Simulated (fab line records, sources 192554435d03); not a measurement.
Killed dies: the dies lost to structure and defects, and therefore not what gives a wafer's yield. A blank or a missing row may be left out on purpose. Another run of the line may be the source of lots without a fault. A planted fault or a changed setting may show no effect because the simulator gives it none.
fab line records	flow n5_finfet
record lots=11	wafers=32	last_day=17
route steps=1938 shown DUMMY_GATE@234 SPACER0@259 SD_EPI_N@267 PASSIVATION@1936
lots with no fault: from the same line, run without faults
start_h: hours from the record's first day to the start of the lot's first wafer shown	wait_h: hours elapsed since this lot's preceding step	" unchanged from the row above	L1.1+2: a single row standing in for several wafers	- no value, or no start was given	* or withheld: withheld	< > ~ a bound
route shown NAME@n: NAME is a module with steps in the file, n the number in the route of the first one	usual: mean and standard deviation over wafers with no fault	same: alike in all rows	chamber/n: place in a boat	sites: readings site by site	_std_site: how widely they spread, as a standard deviation	_edge_site: the outer-site mean with the inner-site mean subtracted	radius_mm: how far each site lies from the wafer's centre	mask NAME#n: copy n	behind: the tool/chamber that last shaped the wafer	hold: the reason the lot was held/the length of the hold in hours/how it ended	device: the transistor (n, p or np) that didn't switch	end of line: tests of these same wafers at the route's end	step lacking rows: just its recipe	killed: the dies lost at the first sort to structure and to defects; this is not the yield of the wafer	map: a wafer's dies, marking killed ones x, the rest . and places with no die _
set.NAME: the setting the step ran with; set.NAME@STEP: the setting that earlier step ran with	model.NAME: the simulator's own value behind a step, which no gauge read
one table for each step of the route and one row for each wafer, over a sample of lots
services: when a tool's chamber went out of use (start_h, in hours from the record's first day, below 0 if earlier), for how many hours, and the reason
## steps
# step N5_DUMMY_GATE_DESCUM_20
# recipe chemistry=O2	time_s=6.2	source_power_w=50	bias_power_w=20	pressure_mtorr=20	rf_frequency_hz=2.712e+07	temp_c=40	resist=CAR-EUV	o2_flow_sccm=225
# usual drypump_motor_current_A=5.7/0.39	o2_flow_sccm=224.9/0.75	oes_product_au=0.78/0.08	rf_vpp_V=243.0/1.4	showerhead_plenum_p_Torr=2.09/0.075	throttle_valve_pct=20.45/0.25
lot.wafer	tool	chamber	start_h	wait_h	drypump_motor_current_A	o2_flow_sccm	oes_product_au	rf_hours_counter_h	rf_vpp_V	showerhead_plenum_p_Torr	throttle_valve_pct
L664.3	rie_diel-03	2	48.74	1.0	5.7	225.3	0.94	14	243.6	2.14	20.31
L664.4	"	3	"	"	6.3	224.7	0.86	59	244.3	2.21	20.39
L664.5	"	3	"	"	6.3	225.5	0.86	-	243.7	2.21	20.37
L666.1	rie_diel-04	1	58.98	0.4	6.2	224.0	0.84	66	243.3	2.10	20.14
L666.2	"	2	"	"	5.5	224.0	0.69	226	242.6	2.18	20.73
L666.4	"	0	"	"	6.4	224.7	0.82	81	239.3	1.95	20.49
L669.2	rie_diel-02	0	77.71	0.1	5.0	225.2	0.81	114	241.6	1.94	20.50
L669.3	"	3	"	"	5.4	224.4	0.76	126	244.5	2.11	20.46
L669.4	"	0	"	"	5.0	224.8	0.81	-	241.2	1.94	20.52
L670.2	rie_diel-02	0	82.44	1.0	5.0	224.8	0.81	116	241.4	1.94	20.51
L670.4	"	3	"	"	5.5	224.9	0.75	-	243.8	2.11	20.47
L670.5	"	0	"	"	5.0	224.9	0.82	-	240.6	1.94	20.51
L672.1	rie_diel-02	0	96.47	0.0	5.0	225.6	0.81	124	240.3	1.94	20.53
L672.6	"	0	"	"	5.0	224.5	0.80	-	239.3	1.94	20.52
L674.2	rie_diel-04	0	109.86	0.0	6.3	223.7	0.80	88	241.4	1.95	20.50
L674.4	"	1	"	"	6.2	225.4	0.83	73	243.8	2.10	20.17
L674.6	"	2	"	"	5.5	225.4	0.68	-	243.7	2.18	20.76
L676.1	rie_diel-03	1	120.18	0.0	5.8	226.3	0.69	245	245.1	2.14	20.65
L676.4	"	0	"	"	5.4	223.4	0.73	166	242.4	2.11	20.96
L676.6	"	2	"	"	5.7	225.0	0.88	-	244.0	2.13	20.33
L679.4	rie_diel-03	0	136.04	0.3	5.4	224.3	0.72	170	243.2	2.11	20.97
L679.5	"	3	"	"	6.3	224.2	0.82	-	243.9	2.20	20.41
L679.6	"	2	"	"	5.7	224.1	0.87	-	245.0	2.13	20.36
L684.2	rie_diel-02	1	168.37	0.0	5.2	225.2	0.92	21	241.4	2.05	20.03
L684.3	"	3	"	"	5.4	225.5	0.73	157	243.0	2.10	20.53
L684.6	"	3	"	"	5.4	225.7	0.73	-	242.2	2.10	20.52
L685.2	rie_diel-04	3	176.47	0.3	6.1	225.2	0.97	5	242.4	2.06	20.34
L685.4	"	3	"	"	6.0	225.3	0.97	-	242.6	2.06	20.34
L685.5	"	1	"	"	6.2	224.2	0.80	-	242.0	2.09	20.19
L687.2	rie_diel-02	3	184.68	0.4	5.5	225.3	0.73	162	243.2	2.10	20.52
L687.3	"	2	"	"	5.8	225.4	0.68	226	242.4	2.05	20.23
L687.5	"	1	"	"	5.2	224.9	0.91	-	242.6	2.05	20.04
# step N5_DUMMY_GATE_STRIP_41
# recipe chemistry=O2	power_w=400	temp_c=40	pressure_mtorr=30	rf_frequency_hz=6e+07	bias_power_w=0	overash_fraction=0.3	o2_flow_sccm=225
# usual drypump_motor_current_A=5.7/0.4	o2_flow_sccm=225.0/0.65	oes_product_au=0.78/0.073	rf_vpp_V=3.7/0.47	showerhead_plenum_p_Torr=2.10/0.077	throttle_valve_pct=16.73/0.22
lot.wafer	tool	chamber	start_h	wait_h	drypump_motor_current_A	o2_flow_sccm	oes_product_au	rf_hours_counter_h	rf_vpp_V	showerhead_plenum_p_Torr	throttle_valve_pct
L664.3	rie_diel-02	1	49.23	0.0	5.2	224.0	0.67	243	4.1	2.07	16.69
L664.4	"	2	"	"	5.8	225.9	0.70	179	3.6	2.07	16.47
L664.5	"	0	"	"	5.0	224.6	0.83	-	3.8	1.95	16.71
L666.1	rie_diel-02	0	59.52	0.0	5.0	225.1	0.82	107	3.5	1.95	16.73
L666.2	"	3	"	"	5.5	225.6	0.76	119	3.1	2.12	16.70
L666.4	"	1	"	"	5.2	226.3	0.68	245	3.3	2.07	16.69
L669.2	rie_diel-02	0	78.17	0.0	5.0	224.2	0.81	114	3.6	1.94	16.74
L669.3	"	2	"	"	5.8	226.1	0.70	189	3.9	2.07	16.49
L669.4	"	2	"	"	5.8	225.4	0.70	-	4.4	2.07	16.51
L670.2	rie_diel-02	2	83.13	0.0	5.7	224.9	0.70	192	4.2	2.07	16.50
L670.4	"	3	"	"	5.4	225.3	0.75	-	3.7	2.11	16.71
L670.5	"	0	"	"	5.0	225.8	0.82	-	3.0	1.94	16.72
L672.1	rie_diel-03	2	96.96	0.0	5.7	224.1	0.90	30	3.9	2.13	16.57
L672.6	"	3	"	"	6.3	224.8	0.85	-	3.3	2.21	16.65
L674.2	rie_diel-04	2	110.32	0.0	5.5	224.1	0.69	233	3.4	2.18	17.02
L674.4	"	3	"	"	6.0	226.0	0.71	242	3.9	2.07	16.95
L674.6	"	0	"	"	6.3	225.7	0.81	-	3.9	1.95	16.70
L676.1	rie_diel-03	2	120.91	0.0	5.7	225.9	0.89	37	4.4	2.13	16.60
L676.4	"	3	"	"	6.3	223.4	0.84	83	3.2	2.21	16.66
L676.6	"	1	"	"	5.8	224.7	0.69	-	3.9	2.15	16.92
L679.4	rie_diel-03	3	136.64	0.0	6.3	225.5	0.83	87	3.2	2.20	16.66
L679.5	"	2	"	"	5.7	225.0	0.87	-	4.0	2.13	16.60
L679.6	"	1	"	"	5.8	225.0	0.69	-	3.9	2.15	16.93
L684.2	rie_diel-03	2	168.86	0.0	5.7	225.8	0.85	53	4.4	2.13	16.62
L684.3	"	0	"	"	5.4	224.0	0.72	183	3.5	2.11	17.18
L684.6	"	0	"	"	5.4	224.4	0.70	-	3.1	2.11	17.17
L685.2	rie_diel-03	1	176.93	0.0	5.8	225.3	0.99	1	3.8	2.15	16.46
L685.4	"	3	"	"	6.3	224.9	0.81	102	3.1	2.20	16.69
L685.5	"	2	"	"	5.7	225.2	0.84	-	3.7	2.12	16.64
L687.2	rie_diel-03	1	185.16	0.0	5.8	224.9	0.96	3	3.5	2.14	16.46
L687.3	"	2	"	"	5.7	225.1	0.85	59	3.6	2.12	16.63
L687.5	"	3	"	"	6.3	225.3	0.80	-	3.9	2.20	16.70
# step N5_SPACER0_ALD_00
# recipe material=SiOCN	target_thk_a=35	temp_c=400	ald_precursor_family=alkyl-aminosilane	ald_co_reactant=O2/N2-plasma	pulse_time_s=3	purge_time_s=2	co_reactant_purge_time_s=2	ald_cycles=58	pressure_torr=2
# usual heater_power_outer_w=520/48	heater_power_w=836/72	precursor_pulse_height_rel=1.000/0.021
# same ald_cycles=58
lot.wafer	tool	chamber	start_h	wait_h	heater_power_outer_w	heater_power_w	precursor_pulse_height_rel
L664.3	ald_sin-03	0	50.22	0.1	540	830	1.011
L664.4	"	1	"	"	552	860	1.000
L664.5	"	1	"	"	537	842	1.002
L666.1	ald_sin-04	3	60.43	0.1	547	864	1.048
L666.2	"	2	"	"	591	845	0.996
L666.4	"	0	"	"	476	822	1.028
L669.2	ald_sin-04	0	79.05	0.1	468	805	0.996
L669.3	"	2	"	"	582	872	0.964
L669.4	"	1	"	"	461	773	0.993
L670.2	ald_sin-04	1	84.10	0.2	466	754	1.052
L670.4	"	1	"	"	443	754	0.990
L670.5	"	0	"	"	465	786	1.017
L672.1	ald_sin-04	3	99.01	0.1	548	867	0.970
L672.6	"	1	"	"	447	733	1.023
L674.2	ald_sin-03	2	111.20	0.1	483	879	1.003
L674.4	"	3	"	"	494	741	0.988
L674.6	"	1	"	"	554	845	0.990
L676.1	ald_sin-03	3	121.79	0.1	487	733	0.958
L676.4	"	1	"	"	556	850	0.988
L676.6	"	0	"	"	544	845	0.974
L679.4	ald_sin-04	2	137.94	0.1	587	853	1.023
L679.5	"	2	"	"	590	868	0.970
L679.6	"	1	"	"	449	760	1.039
L684.2	ald_sin-01	0	169.74	0.1	561	956	0.994
L684.3	"	1	"	"	527	840	0.989
L684.6	"	2	"	"	433	729	0.963
L685.2	ald_sin-03	0	178.17	0.1	551	847	0.986
L685.4	"	1	"	"	548	855	0.988
L685.5	"	0	"	"	550	859	0.999
L687.2	ald_sin-03	3	187.58	0.1	493	756	1.002
L687.3	"	2	"	"	506	888	1.021
L687.5	"	0	"	"	539	836	1.036
# step N5_SD_EPI_N_EXPOSE_06
# recipe mask_id=SD_N_BLK	na=1.35	source_shape=conventional	sigma_outer=0.8	polarization=unpolarized	target_cd_nm=120	dose_mj=39.75
# usual exposure_dose_mJ_cm2=40.0/0.31
lot.wafer	tool	chamber	start_h	wait_h	mask	exposure_dose_mJ_cm2
L664.3	arfi_scanner-03	0	50.93	-	SD_N_BLK#0	39.7
L664.4	"	0	"	"	SD_N_BLK#0	39.8
L664.5	"	0	"	"	SD_N_BLK#0	39.8
L666.1	arfi_scanner-01	0	61.12	-	SD_N_BLK#0	40.4
L666.2	"	0	"	"	SD_N_BLK#0	40.3
L666.4	"	0	"	"	SD_N_BLK#0	40.3
L669.2	arfi_scanner-02	0	79.62	-	SD_N_BLK#0	39.7
L669.3	"	0	"	"	SD_N_BLK#0	39.7
L669.4	"	0	"	"	SD_N_BLK#0	39.7
L670.2	arfi_scanner-02	0	84.86	-	SD_N_BLK#0	39.7
L670.4	"	0	"	"	SD_N_BLK#0	39.8
L670.5	"	0	"	"	SD_N_BLK#0	39.8
L672.1	arfi_scanner-01	0	99.57	-	SD_N_BLK#0	40.3
L672.6	"	0	"	"	SD_N_BLK#0	40.3
L674.2	arfi_scanner-02	0	111.77	-	SD_N_BLK#0	39.7
L674.4	"	0	"	"	SD_N_BLK#0	39.7
L674.6	"	0	"	"	SD_N_BLK#0	39.7
L676.1	arfi_scanner-03	0	122.36	-	SD_N_BLK#0	39.7
L676.4	"	0	"	"	SD_N_BLK#0	39.8
L676.6	"	0	"	"	SD_N_BLK#0	39.7
L679.4	arfi_scanner-02	0	138.65	-	SD_N_BLK#0	39.7
L679.5	"	0	"	"	SD_N_BLK#0	39.7
L679.6	"	0	"	"	SD_N_BLK#0	39.7
L684.2	arfi_scanner-01	0	170.31	-	SD_N_BLK#0	38.7
L684.3	"	0	"	"	SD_N_BLK#0	38.7
L684.6	"	0	"	"	SD_N_BLK#0	38.8
L685.2	arfi_scanner-01	0	178.74	-	SD_N_BLK#0	39.1
L685.4	"	0	"	"	SD_N_BLK#0	39.1
L685.5	"	0	"	"	SD_N_BLK#0	39.1
L687.2	arfi_scanner-02	0	188.27	-	SD_N_BLK#0	39.7
L687.3	"	0	"	"	SD_N_BLK#0	39.7
L687.5	"	0	"	"	SD_N_BLK#0	39.7
# step N5_SD_EPI_N_CD_MEAS_09
# recipe target_cd_nm=120	landing_energy_ev=500	detector=se_inlens
# usual cd_nm=119.7/0.73
lot.wafer	tool	chamber	start_h	wait_h	cd_nm
L664.3	cd_sem-01	0	51.04	-	121.2
L664.4	"	0	"	"	120.2
L664.5	"	0	"	"	120.9
L666.1	cd_sem-03	0	61.25	-	119.6
L666.2	"	0	"	"	119.7
L666.4	"	0	"	"	119.9
L669.2	cd_sem-02	0	79.74	-	120.3
L669.3	"	0	"	"	119.0
L669.4	"	0	"	"	118.5
L670.2	cd_sem-01	0	84.98	-	119.6
L670.4	"	0	"	"	118.3
L670.5	"	0	"	"	119.2
L672.1	cd_sem-03	0	99.70	-	118.6
L672.6	"	0	"	"	120.1
L674.2	cd_sem-01	0	111.89	-	119.4
L674.4	"	0	"	"	118.6
L674.6	"	0	"	"	119.8
L676.1	cd_sem-01	0	122.49	-	119.8
L676.4	"	0	"	"	118.6
L676.6	"	0	"	"	119.8
L679.4	cd_sem-03	0	138.76	-	118.5
L679.5	"	0	"	"	118.6
L679.6	"	0	"	"	119.5
L684.2	cd_sem-01	0	170.43	-	115.4
L684.3	"	0	"	"	117.2
L684.6	"	0	"	"	116.4
L685.2	cd_sem-01	0	178.86	-	117.4
L685.4	"	0	"	"	118.4
L685.5	"	0	"	"	117.8
L687.2	cd_sem-01	0	188.39	-	119.3
L687.3	"	0	"	"	119.4
L687.5	"	0	"	"	118.5
# step N5_PASSIVATION_PROBE_49
# usual killed_at_M0_to_M3=31/11	killed_at_M4_up=14/5.1	killed_at_contacts=12/5.6	killed_at_front_end=42/12	killed_at_other=3.8/2.9	killed_dies=103/18	killed_open=67/14	killed_short=33/8
# same gross_dies=1180	killed_at_back_side=0
lot.wafer	tool	chamber	start_h	wait_h	killed_at_M0_to_M3	killed_at_M4_up	killed_at_contacts	killed_at_front_end	killed_at_other	killed_dies	killed_open	killed_short
L670.5	prober-01	-	331.67	0.2	31	18	3	33	1	86	52	34
L676.1	prober-01	-	364.25	0.0	28	16	20	54	2	120	72	45
L676.4	prober-01	-	364.40	0.2	18	21	16	40	1	96	62	33
L676.6	prober-01	-	364.50	0.3	24	13	10	47	3	97	60	35
L674.6	prober-02	-	368.16	0.3	42	10	7	34	2	95	76	19
# killed by level:class
L670.5 FIN_SAQP:geometric_particle:short=11 BEOL_M4:geometric_particle:open=11 BEOL_M0_SAQP:geometric_particle:short=8 BEOL_M0_SAQP:geometric_particle:open=7 BEOL_M2:geometric_particle:open=6 FIN_SAQP:geometric_particle:open=4 DUMMY_GATE:geometric_particle:open=4 GATE_CUT:geometric_particle:open=3
L676.1 MOL_CONTACT_COAG:geometric_particle:open=18 STI_FIN_REVEAL:geometric_particle:open=12 GATE_CUT:geometric_particle:open=11 GATE_CUT:geometric_particle:short=8 BEOL_M0_SAQP:geometric_particle:short=7 BEOL_M2:geometric_particle:short=7 FIN_SAQP:geometric_particle:short=6 FIN_SAQP:geometric_particle:open=6
L676.4 FIN_SAQP:geometric_particle:open=14 MOL_CONTACT_COAG:geometric_particle:open=14 FIN_SAQP:geometric_particle:short=6 GATE_CUT:geometric_particle:short=6 BEOL_M4:geometric_particle:open=5 BEOL_M1:geometric_particle:open=4 BEOL_M2:geometric_particle:short=4 BEOL_M7:geometric_particle:open=4
L676.6 STI_FIN_REVEAL:geometric_particle:open=17 MOL_CONTACT_COAG:geometric_particle:open=7 FIN_SAQP:geometric_particle:open=5 BEOL_M1:geometric_particle:short=5 FIN_SAQP:geometric_particle:short=4 BEOL_M3:geometric_particle:open=4 BEOL_M4:geometric_particle:open=4 STI_FIN_REVEAL:geometric_particle:short=3
L674.6 BEOL_M0:geometric_particle:open=10 FIN_SAQP:geometric_particle:open=9 BEOL_M0_SAQP:geometric_particle:open=9 FIN_SAQP:geometric_particle:short=8 DUMMY_GATE:geometric_particle:open=7 BEOL_M0_SAQP:geometric_particle:short=7 MOL_CONTACT_COAG:geometric_particle:open=6 BEOL_M3:geometric_particle:open=6
## services
tool	chamber	start_h	hours	kind
rie_diel-02	3	27.58	6.2	repair
arfi_scanner-03	-	27.68	1.0	pm
rie_diel-03	2	32.31	2.2	repair
arfi_scanner-02	-	46.28	1.0	pm
arfi_scanner-03	-	62.00	1.0	pm
rie_diel-04	-	69.57	28.1	pm
arfi_scanner-01	-	71.94	0.8	pm
ald_sin-04	3	78.90	5.6	repair
arfi_scanner-02	-	80.51	1.3	pm
ald_sin-04	2	82.36	6.0	repair
arfi_scanner-01	-	85.29	1.3	pm
rie_diel-02	-	102.59	2.8	pm
arfi_scanner-01	-	111.27	1.5	pm
arfi_scanner-02	-	127.80	1.0	pm
arfi_scanner-02	-	135.63	0.7	repair
arfi_scanner-02	-	139.19	4.9	pm
arfi_scanner-01	-	144.70	1.6	repair
rie_diel-03	1	144.94	3.3	repair
arfi_scanner-01	-	147.73	8.5	repair
ald_sin-03	1	155.05	4.3	repair
arfi_scanner-02	-	160.44	11.6	repair
ald_sin-04	3	161.32	9.1	repair
arfi_scanner-01	-	172.78	1.0	pm
arfi_scanner-02	-	174.32	1.2	repair
## key
first_sign step=N5_SD_EPI_N_EXPOSE_06	reading=exposure_dose_mJ_cm2	direction=down	sigmas=3.3	usual=40.0	struck=38.9
effect step=N5_SD_EPI_N_CD_MEAS_09	reading=cd_nm	direction=down	sigmas=3.6	usual=119.7	struck=117.1	through=control_loop
met_at N5_SD_EPI_N_EXPOSE_06
struck_lots L684,L685
tester_left_out L684,L685
loop_trim step=N5_SD_EPI_N_EXPOSE_06	setting=dose	lots=L685
not_acting_at N5_DUMMY_GATE_DESCUM_20,N5_DUMMY_GATE_STRIP_41,N5_SPACER0_ALD_00
onset_between 99.57 170.31
fault kind=process_parameter_drift	tool=arfi_scanner-01	chamber=-	onset_h=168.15	steps=N5_SD_EPI_N_EXPOSE_06	channel=dose_mj	offset=-1.5945	shape=step	acts_in=these_recipes_only	stated=39.75
# tester_left_out: of these lots the tester's yield and bins aren't shown, on N5 and GAA mostly nor the transistor test; their killed dies are dies lost to structure and defects alone, not to doping, threshold or leakage, so they don't give the yield
# loop_trim: a control loop set the setting to another value than it would have without faults
